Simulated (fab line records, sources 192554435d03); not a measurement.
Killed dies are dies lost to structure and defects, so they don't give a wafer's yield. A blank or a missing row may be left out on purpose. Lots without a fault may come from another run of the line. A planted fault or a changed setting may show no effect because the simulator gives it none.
fab line records | flow n5_finfet
record lots=12 wafers=32 last_day=18
route steps=1938 shown MOL_CONTACT_COAG@563 BEOL_M0_SAQP@639 PASSIVATION@1936
lots that met no fault: from a run of the same line without faults
start_h: hours from the record's first day to the start of the lot's first wafer shown | wait_h: hours since the lot's step before | " the same as in the row above | L1.1+2: a row that stands for several wafers | - no value, or no start given | * or withheld: withheld | < > ~ a bound
route shown NAME@n: a module of which the file shows steps, and the number in the route of the first | usual: mean/standard deviation of fault-free wafers | same: alike in all rows | chamber/n: place in a boat | sites: the reading at each site | _std_site: their standard deviation | _edge_site: outer sites' mean less inner sites' | radius_mm: how far each site lies from the wafer's centre | mask NAME#n: copy n | behind: the tool/chamber that last shaped the wafer | hold: why the lot was held/for how many hours/how that ended | device: the transistor (n, p or np) that didn't switch | end of line: the same wafers' tests at the end of the route | a step without rows: its recipe alone | killed: dies lost to structure and defects at the first sort, not the wafer's yield | map: a wafer's dies, x killed, . not, _ none there
set.NAME: the setting as run; set.NAME@STEP: as run at that earlier step | model.NAME: the simulator's own value behind a step, which no gauge read
steps of the route over a sample of lots; a table a step, a row a wafer
services: from which hour (start_h, from the record's first day; less than 0 if before it) a tool's chamber was out of use, for how many hours, and why
## steps
# step N5_MOL_CONTACT_COAG_PECVD_31
# recipe material=SiO2 target_thk_a=460 temp_c=400 precursor=TEOS/O2 pressure_torr=6.5 rf_w=withheld teos_flow_sccm=withheld gas=O2 flow_sccm=2650 time_s=8.9
# columns lot.wafer tool chamber start_h wait_h
L778.1+2+3 pecvd-04 0,2,1 99.61 0.3
L780.3+4+5 pecvd-03 2,0,2 108.39 0.3
L781.5+6 pecvd-04 0,2 117.65 0.0
L782.2+4+5 pecvd-04 0,1,0 128.41 0.3
L785.2+3 pecvd-04 2,1 143.22 0.3
L786.1+6 pecvd-04 2,0 147.44 0.3
L789.1+2 pecvd-03 1,0 166.74 0.3
L792.3+4+5 pecvd-03 1,1,0 188.05 0.3
L793.2+4+5 pecvd-03 0,2,0 191.56 0.3
L797.2+4+6 pecvd-04 1,2,1 216.72 0.3
L799.1+4+6 pecvd-04 0,2,0 224.28 0.3
L800.1+4+6 pecvd-04 2,2,0 238.28 0.3
# step N5_MOL_CONTACT_COAG_ETCHBACK_134
# recipe chemistry=CHF3 target=SiO2 target_depth_a=100 time_s=6.7 ion_energy_ev=200 pressure_mtorr=30 source_w=610 bias_w=170 Ar_flow_sccm=200 CHF3_flow_sccm=50
# usual drypump_motor_current_A=5.5/0.37 oes_product_au=0.81/0.075 rf_vpp_V=531/11 showerhead_plenum_p_Torr=2.42/0.077 throttle_valve_pct=18.69/0.25
# columns lot.wafer tool chamber start_h wait_h drypump_motor_current_A oes_product_au rf_hours_counter_h rf_vpp_V showerhead_plenum_p_Torr throttle_valve_pct
L778.1 rie_diel-02 2 102.35 0.1 6.4 0.88 31 518 2.54 18.72
L778.2 " 3 " " 5.2 0.79 108 525 2.40 18.75
L778.3 " 1 " " 5.0 0.82 75 527 2.53 18.73
L780.3 rie_diel-05 0 111.26 0.1 5.4 0.95 27 517 2.34 18.80
L780.4 " 1 " " 5.6 0.79 111 547 2.50 18.35
L780.5 " 0 " " 5.4 0.95 - 517 2.34 18.78
L781.5 rie_diel-01 0 120.08 0.1 6.0 0.71 - 537 2.24 18.96
L781.6 " 3 " " 5.7 0.78 - 519 2.41 19.04
L782.2 rie_diel-01 3 131.48 0.2 5.7 0.79 98 522 2.41 19.04
L782.4 " 2 " " 5.2 0.81 67 535 2.40 18.25
L782.5 " 3 " " 5.7 0.78 - 519 2.41 19.03
L785.2 rie_diel-01 3 146.09 0.2 5.7 0.79 104 521 2.41 19.03
L785.3 " 2 " " 5.2 0.79 73 533 2.40 18.27
L786.1 rie_diel-02 3 150.24 0.2 5.2 0.78 126 523 2.39 18.79
L786.6 " 1 " " 5.0 0.78 - 526 2.52 18.76
L789.1 rie_diel-05 1 169.63 0.2 5.6 0.76 132 547 2.49 18.36
L789.2 " 3 " " 5.1 0.85 76 536 2.40 18.73
L792.3 rie_diel-01 1 192.03 0.1 5.7 0.89 31 540 2.53 18.94
L792.4 " 0 " " 6.1 0.69 249 537 2.24 18.98
L792.5 " 2 " " 5.2 0.78 - 534 2.39 18.30
L793.2 rie_diel-05 3 193.96 0.2 5.1 0.83 86 538 2.39 18.76
L793.4 " 1 " " 5.6 0.76 - 546 2.49 18.38
L793.5 " 0 " " 5.4 0.89 - 517 2.33 18.84
L797.2 rie_diel-02 2 219.47 0.1 6.4 0.82 66 515 2.53 18.77
L797.4 " 0 " " 4.9 0.75 164 540 2.35 18.51
L797.6 " 3 " " 5.2 0.76 - 524 2.38 18.81
L799.1 rie_diel-01 0 226.68 0.1 6.1 0.99 5 549 2.52 18.48
L799.4 " 2 " " 5.2 0.78 104 535 2.38 18.31
L799.6 " 3 " " 5.7 0.75 - 520 2.39 19.10
L800.1 rie_diel-01 0 240.94 0.1 6.0 0.96 11 546 2.51 18.51
L800.4 " 3 " " 5.7 0.74 143 519 2.39 19.12
L800.6 " 1 " " 5.7 0.84 - 540 2.52 18.97
# step N5_MOL_CONTACT_COAG_ETCH_67
# recipe chemistry=N2/H2 target=SOC target_depth_a=600 overetch_a=210 mask_material=SiARC temp_c=40 time_s=101.2 ion_energy_ev=200 pressure_mtorr=30 source_w=840 bias_w=150 n2_flow_sccm=200 h2_flow_sccm=200
# usual drypump_motor_current_A=5.5/0.37 h2_flow_sccm=200.0/0.68 oes_product_au=0.68/0.054 rf_vpp_V=525.2/2.4 showerhead_plenum_p_Torr=2.59/0.082 throttle_valve_pct=17.8/0.33
# columns lot.wafer tool chamber start_h wait_h drypump_motor_current_A h2_flow_sccm oes_product_au rf_hours_counter_h rf_vpp_V showerhead_plenum_p_Torr throttle_valve_pct
L778.1 rie_diel-02 2 102.39 0.0 6.3 200.1 0.73 31 528.8 2.67 17.5
L778.2 " 3 " " 5.2 199.6 0.65 108 523.8 2.58 17.9
L778.3 " 1 " " 5.0 200.2 0.70 75 528.5 2.70 17.8
L780.3 rie_diel-05 0 111.30 0.0 5.4 199.6 0.76 27 521.2 2.47 17.8
L780.4 " 1 " " 5.6 200.4 0.66 111 527.1 2.64 17.2
L780.5 " 0 " " 5.4 199.6 0.76 - 523.6 2.47 17.8
L781.5 rie_diel-01 0 120.14 0.0 6.1 199.3 0.60 - 520.4 2.41 18.2
L781.6 " 3 " " 5.7 200.3 0.67 - 524.8 2.56 18.1
L782.2 rie_diel-01 3 131.51 0.0 5.7 199.0 0.66 98 525.4 2.56 18.1
L782.4 " 2 " " 5.2 200.2 0.70 67 524.3 2.59 17.5
L782.5 " 3 " " 5.7 199.6 0.66 - 524.3 2.56 18.1
L785.2 rie_diel-01 3 146.12 0.0 5.7 200.2 0.66 104 522.2 2.56 18.1
L785.3 " 2 " " 5.2 199.2 0.69 73 525.9 2.59 17.5
L786.1 rie_diel-02 3 150.27 0.0 5.2 200.5 0.64 126 524.5 2.57 17.9
L786.6 " 1 " " 5.0 201.1 0.68 - 527.0 2.69 17.9
L789.1 rie_diel-05 1 169.66 0.0 5.6 199.2 0.64 132 526.8 2.63 17.2
L789.2 " 3 " " 5.1 199.3 0.71 76 524.4 2.60 18.2
L792.3 rie_diel-01 1 192.06 0.0 5.7 200.4 0.73 31 528.1 2.72 18.1
L792.4 " 0 " " 6.1 199.9 0.58 249 520.3 2.40 18.2
L792.5 " 2 " " 5.2 199.9 0.67 - 524.2 2.58 17.6
L793.2 rie_diel-05 3 194.00 0.0 5.1 200.9 0.70 86 525.0 2.60 18.2
L793.4 " 1 " " 5.6 200.7 0.64 - 527.3 2.62 17.2
L793.5 " 0 " " 5.4 200.0 0.73 - 522.2 2.46 17.9
L797.2 rie_diel-02 2 219.51 0.0 6.3 200.4 0.69 66 529.3 2.65 17.5
L797.4 " 0 " " 4.9 200.3 0.64 164 523.3 2.55 17.9
L797.6 " 3 " " 5.2 199.8 0.62 - 524.1 2.56 18.0
L799.1 rie_diel-01 0 226.71 0.0 6.0 201.4 0.81 5 528.6 2.72 17.7
L799.4 " 2 " " 5.2 199.8 0.66 104 523.1 2.57 17.6
L799.6 " 3 " " 5.7 200.0 0.63 - 524.6 2.54 18.2
L800.1 rie_diel-01 0 240.97 0.0 6.0 199.4 0.78 11 528.3 2.72 17.7
L800.4 " 3 " " 5.7 200.0 0.63 143 523.7 2.54 18.2
L800.6 " 1 " " 5.7 199.7 0.70 - 528.2 2.71 18.2
# step N5_MOL_CONTACT_COAG_THK_MEAS_53
# recipe reads=SiO2_of_MOL_CONTACT_COAG_PECVD_31
# usual VIA_MOL_THK=44.0/0.62
# columns lot.wafer tool chamber start_h wait_h VIA_MOL_THK[nm]
L778.1 film_metro-02 - 103.61 - 44.0
L778.2 " - " " 42.5
L778.3 " - " " 43.8
L780.3 film_metro-01 - 112.52 - 43.1
L780.4 " - " " 43.6
L780.5 " - " " 44.2
L781.5 film_metro-02 - 121.35 - 45.5
L781.6 " - " " 44.8
L782.2 film_metro-01 - 132.73 - 43.2
L782.4 " - " " 43.9
L782.5 " - " " 44.3
L785.2 film_metro-01 - 147.34 - 43.1
L785.3 " - " " 43.5
L786.1 film_metro-01 - 151.49 - 43.2
L786.6 " - " " 44.9
L789.1 film_metro-02 - 170.88 - 43.2
L789.2 " - " " 43.2
L792.3 film_metro-01 - 193.28 - 34.7
L792.4 " - " " 35.8
L792.5 " - " " 35.9
L793.2 film_metro-02 - 195.23 - 34.1
L793.4 " - " " 34.8
L793.5 " - " " 35.1
L797.2 film_metro-01 - 220.87 - 43.9
L797.4 " - " " 44.4
L797.6 " - " " 44.4
L799.1 film_metro-02 - 227.93 - 44.0
L799.4 " - " " 44.4
L799.6 " - " " 45.0
L800.1 film_metro-01 - 242.19 - 44.0
L800.4 " - " " 44.0
L800.6 " - " " 45.2
# step N5_BEOL_M0_SAQP_THK_MEAS_05
# usual thk_nm=60.4/0.91
# columns lot.wafer tool chamber start_h wait_h thk_nm
L778.1 film_metro-02 - 107.92 0.1 59.3
L778.2 " - " " 60.1
L778.3 " - " " 60.6
L780.3 film_metro-01 - 119.74 0.1 60.4
L780.4 " - " " 61.0
L780.5 " - " " 62.0
L781.5 film_metro-01 - 125.71 0.0 60.6
L781.6 " - " " 61.2
L782.2 film_metro-02 - 136.98 0.1 60.3
L782.4 " - " " 61.5
L782.5 " - " " 61.6
L785.2 film_metro-01 - 154.44 0.1 59.1
L785.3 " - " " 59.0
L786.1 film_metro-01 - 159.08 0.1 59.7
L786.6 " - " " 60.6
L789.1 film_metro-02 - 175.24 0.1 59.9
L789.2 " - " " 59.9
L792.3 film_metro-02 - 197.45 0.1 59.6
L792.4 " - " " 62.9
L792.5 " - " " 60.8
L793.2 film_metro-02 - 200.50 0.1 60.3
L793.4 " - " " 60.5
L793.5 " - " " 60.5
L797.2 film_metro-02 - 225.78 0.1 59.9
L797.4 " - " " 61.6
L797.6 " - " " 60.6
L799.1 film_metro-02 - 231.72 0.1 58.4
L799.4 " - " " 60.6
L799.6 " - " " 60.3
L800.1 film_metro-01 - 246.04 0.1 58.8
L800.4 " - " " 59.4
L800.6 " - " " 60.8
# step N5_PASSIVATION_PROBE_49
# usual killed_at_M0_to_M3=34/10 killed_at_M4_up=13/5.4 killed_at_contacts=13/6 killed_at_front_end=42/13 killed_at_other=4/3.2 killed_dies=107/18 killed_open=69/14 killed_short=35/7.7
# same gross_dies=1180 killed_at_back_side=0
# columns lot.wafer tool chamber start_h wait_h killed_at_M0_to_M3 killed_at_M4_up killed_at_contacts killed_at_front_end killed_at_other killed_dies killed_open killed_short
L782.2 prober-02 - 294.51 0.1 27 11 18 40 3 99 58 31
L782.5 prober-02 - 294.66 0.2 22 7 15 59 1 104 72 29
L793.2 prober-02 - 357.12 0.1 27 13 18 38 2 98 56 24
L793.4 prober-02 - 357.22 0.2 28 20 4 29 4 85 51 31
L793.5 prober-02 - 357.27 0.2 24 23 7 23 6 83 61 20
L792.3 prober-02 - 361.36 0.1 48 11 16 79 11 165 104 53
L792.4 prober-02 - 361.41 0.2 44 12 12 71 3 142 79 60
L792.5 prober-02 - 361.46 0.2 54 11 16 72 2 155 94 59
# killed by level:class
L782.2 MOL_CONTACT_COAG:geometric_particle:open=14 BEOL_M2:geometric_particle:open=11 HKMG_FIN:area_etch=8 STI_FIN_REVEAL:geometric_particle:open=7 BEOL_M0_SAQP:geometric_particle:short=5 BEOL_M5:geometric_particle:open=5 FIN_SAQP:geometric_particle:open=4 STI_FIN_REVEAL:geometric_particle:short=4
L782.5 FIN_SAQP:geometric_particle:open=25 FIN_SAQP:geometric_particle:short=11 MOL_CONTACT_COAG:geometric_particle:open=11 BEOL_M2:geometric_particle:open=10 STI_FIN_REVEAL:geometric_particle:open=6 GATE_CUT:geometric_particle:short=4 BEOL_M1:geometric_particle:open=4 GATE_CUT:geometric_particle:open=3
L793.2 FIN_CUT:area_etch=12 MOL_CONTACT_COAG:geometric_particle:open=11 BEOL_M3:geometric_particle:open=9 FIN_SAQP:geometric_particle:short=7 DUMMY_GATE:geometric_particle:open=5 BEOL_M1:geometric_particle:open=5 BEOL_M2:geometric_particle:open=4 BEOL_M5:geometric_particle:open=4
L793.4 BEOL_M4:geometric_particle:open=7 BEOL_M0_SAQP:geometric_particle:short=6 BEOL_M0_SAQP:geometric_particle:open=5 BEOL_M3:geometric_particle:open=5 BEOL_M5:geometric_particle:open=5 DUMMY_GATE:geometric_particle:open=4 ILD0:geometric_particle:short=4 GATE_CUT:geometric_particle:short=4
L793.5 BEOL_M2:geometric_particle:open=8 BEOL_M5:geometric_particle:open=6 STI_FIN_REVEAL:geometric_particle:open=6 FIN_SAQP:geometric_particle:short=5 MOL_CONTACT_COAG:geometric_particle:open=5 BEOL_M8:geometric_particle:open=5 BEOL_M1:geometric_particle:open=4 BEOL_M4:geometric_particle:open=4
L792.3 STI_FIN_REVEAL:geometric_particle:open=17 BEOL_M1:geometric_particle:open=16 DUMMY_GATE:geometric_particle:open=14 MOL_CONTACT_COAG:geometric_particle:open=13 BEOL_M0_SAQP:geometric_particle:short=11 BEOL_M0_SAQP:geometric_particle:open=11 FIN_SAQP:geometric_particle:short=7 HKMG_FIN:area_etch=7
L792.4 FIN_SAQP:geometric_particle:short=18 STI_FIN_REVEAL:geometric_particle:open=13 FIN_SAQP:geometric_particle:open=10 GATE_CUT:geometric_particle:short=9 BEOL_M0_SAQP:geometric_particle:open=9 BEOL_M1:geometric_particle:open=9 DUMMY_GATE:geometric_particle:open=8 MOL_CONTACT_COAG:geometric_particle:open=7
L792.5 STI_FIN_REVEAL:geometric_particle:open=27 BEOL_M0_SAQP:geometric_particle:short=14 FIN_SAQP:geometric_particle:short=13 BEOL_M0_SAQP:geometric_particle:open=13 MOL_CONTACT_COAG:geometric_particle:open=13 BEOL_M1:geometric_particle:open=13 STI_FIN_REVEAL:geometric_particle:short=7 BEOL_M1:geometric_particle:short=7
## services
# columns tool chamber start_h hours kind
rie_diel-01 1 76.89 - clean
rie_diel-01 1 76.89 - consumable_replace:focus_ring
rie_diel-01 1 76.89 - consumable_replace:showerhead
rie_diel-01 1 76.89 15.8 scheduled_down
rie_diel-01 1 76.89 15.8 vent_cycle
rie_diel-05 - 112.03 4.3 pm
pecvd-04 2 127.01 2.1 scheduled_down
rie_diel-02 2 136.70 8.8 repair
pecvd-04 - 139.50 0.5 repair
rie_diel-02 - 154.74 14.6 pm
rie_diel-05 2 159.38 5.2 repair
rie_diel-02 1 170.92 3.2 repair
pecvd-04 0 174.90 2.1 scheduled_down
pecvd-04 - 182.39 1.5 repair
rie_diel-05 2 185.33 - clean
rie_diel-05 2 185.33 - consumable_replace:focus_ring
pecvd-04 1 188.20 4.6 repair
pecvd-04 1 194.61 2.1 scheduled_down
rie_diel-01 0 194.65 - clean
rie_diel-01 0 194.65 - consumable_replace:focus_ring
rie_diel-01 0 194.65 - consumable_replace:showerhead
rie_diel-01 0 194.65 18.3 scheduled_down
rie_diel-01 0 194.65 18.3 vent_cycle
rie_diel-02 - 201.05 2.8 pm
## key
first_sign step=N5_MOL_CONTACT_COAG_THK_MEAS_53 reading=VIA_MOL_THK direction=down sigmas=14 usual=44.0 struck=35.1
effect none on later readings
met_at N5_MOL_CONTACT_COAG_PECVD_31
struck_lots L792,L793
tester_left_out L792,L793
baseline_loss step=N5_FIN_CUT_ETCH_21 wafers=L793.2
not_acting_at N5_MOL_CONTACT_COAG_ETCHBACK_134,N5_MOL_CONTACT_COAG_ETCH_67,N5_BEOL_M0_SAQP_THK_MEAS_05
onset_between 166.74 188.05
earlier_fault kind=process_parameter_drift tool=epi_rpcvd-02 chamber=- onset_h=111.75 steps=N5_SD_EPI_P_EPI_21 channel=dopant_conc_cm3 offset=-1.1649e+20 shape=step end_h=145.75 acts_in=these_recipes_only stated=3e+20
fault kind=site_profile_drift tool=pecvd-03 chamber=- onset_h=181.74 steps=N5_MOL_CONTACT_COAG_PECVD_31 basis=fraction max_abs_drift=0.41271 slope_share_per_hr=91.713 site_pattern=0,0,0,0,0,-1,-1,-1,-1
# tester_left_out: of these lots the tester's yield and bins aren't shown, on N5 and GAA mostly nor the transistor test; their killed dies are dies lost to structure and defects alone, not to doping, threshold or leakage, so they don't give the yield
# baseline_loss: these wafers lose ten dies or more at that step, a loss of the line's own and not of a fault; the sort's usual values leave them out
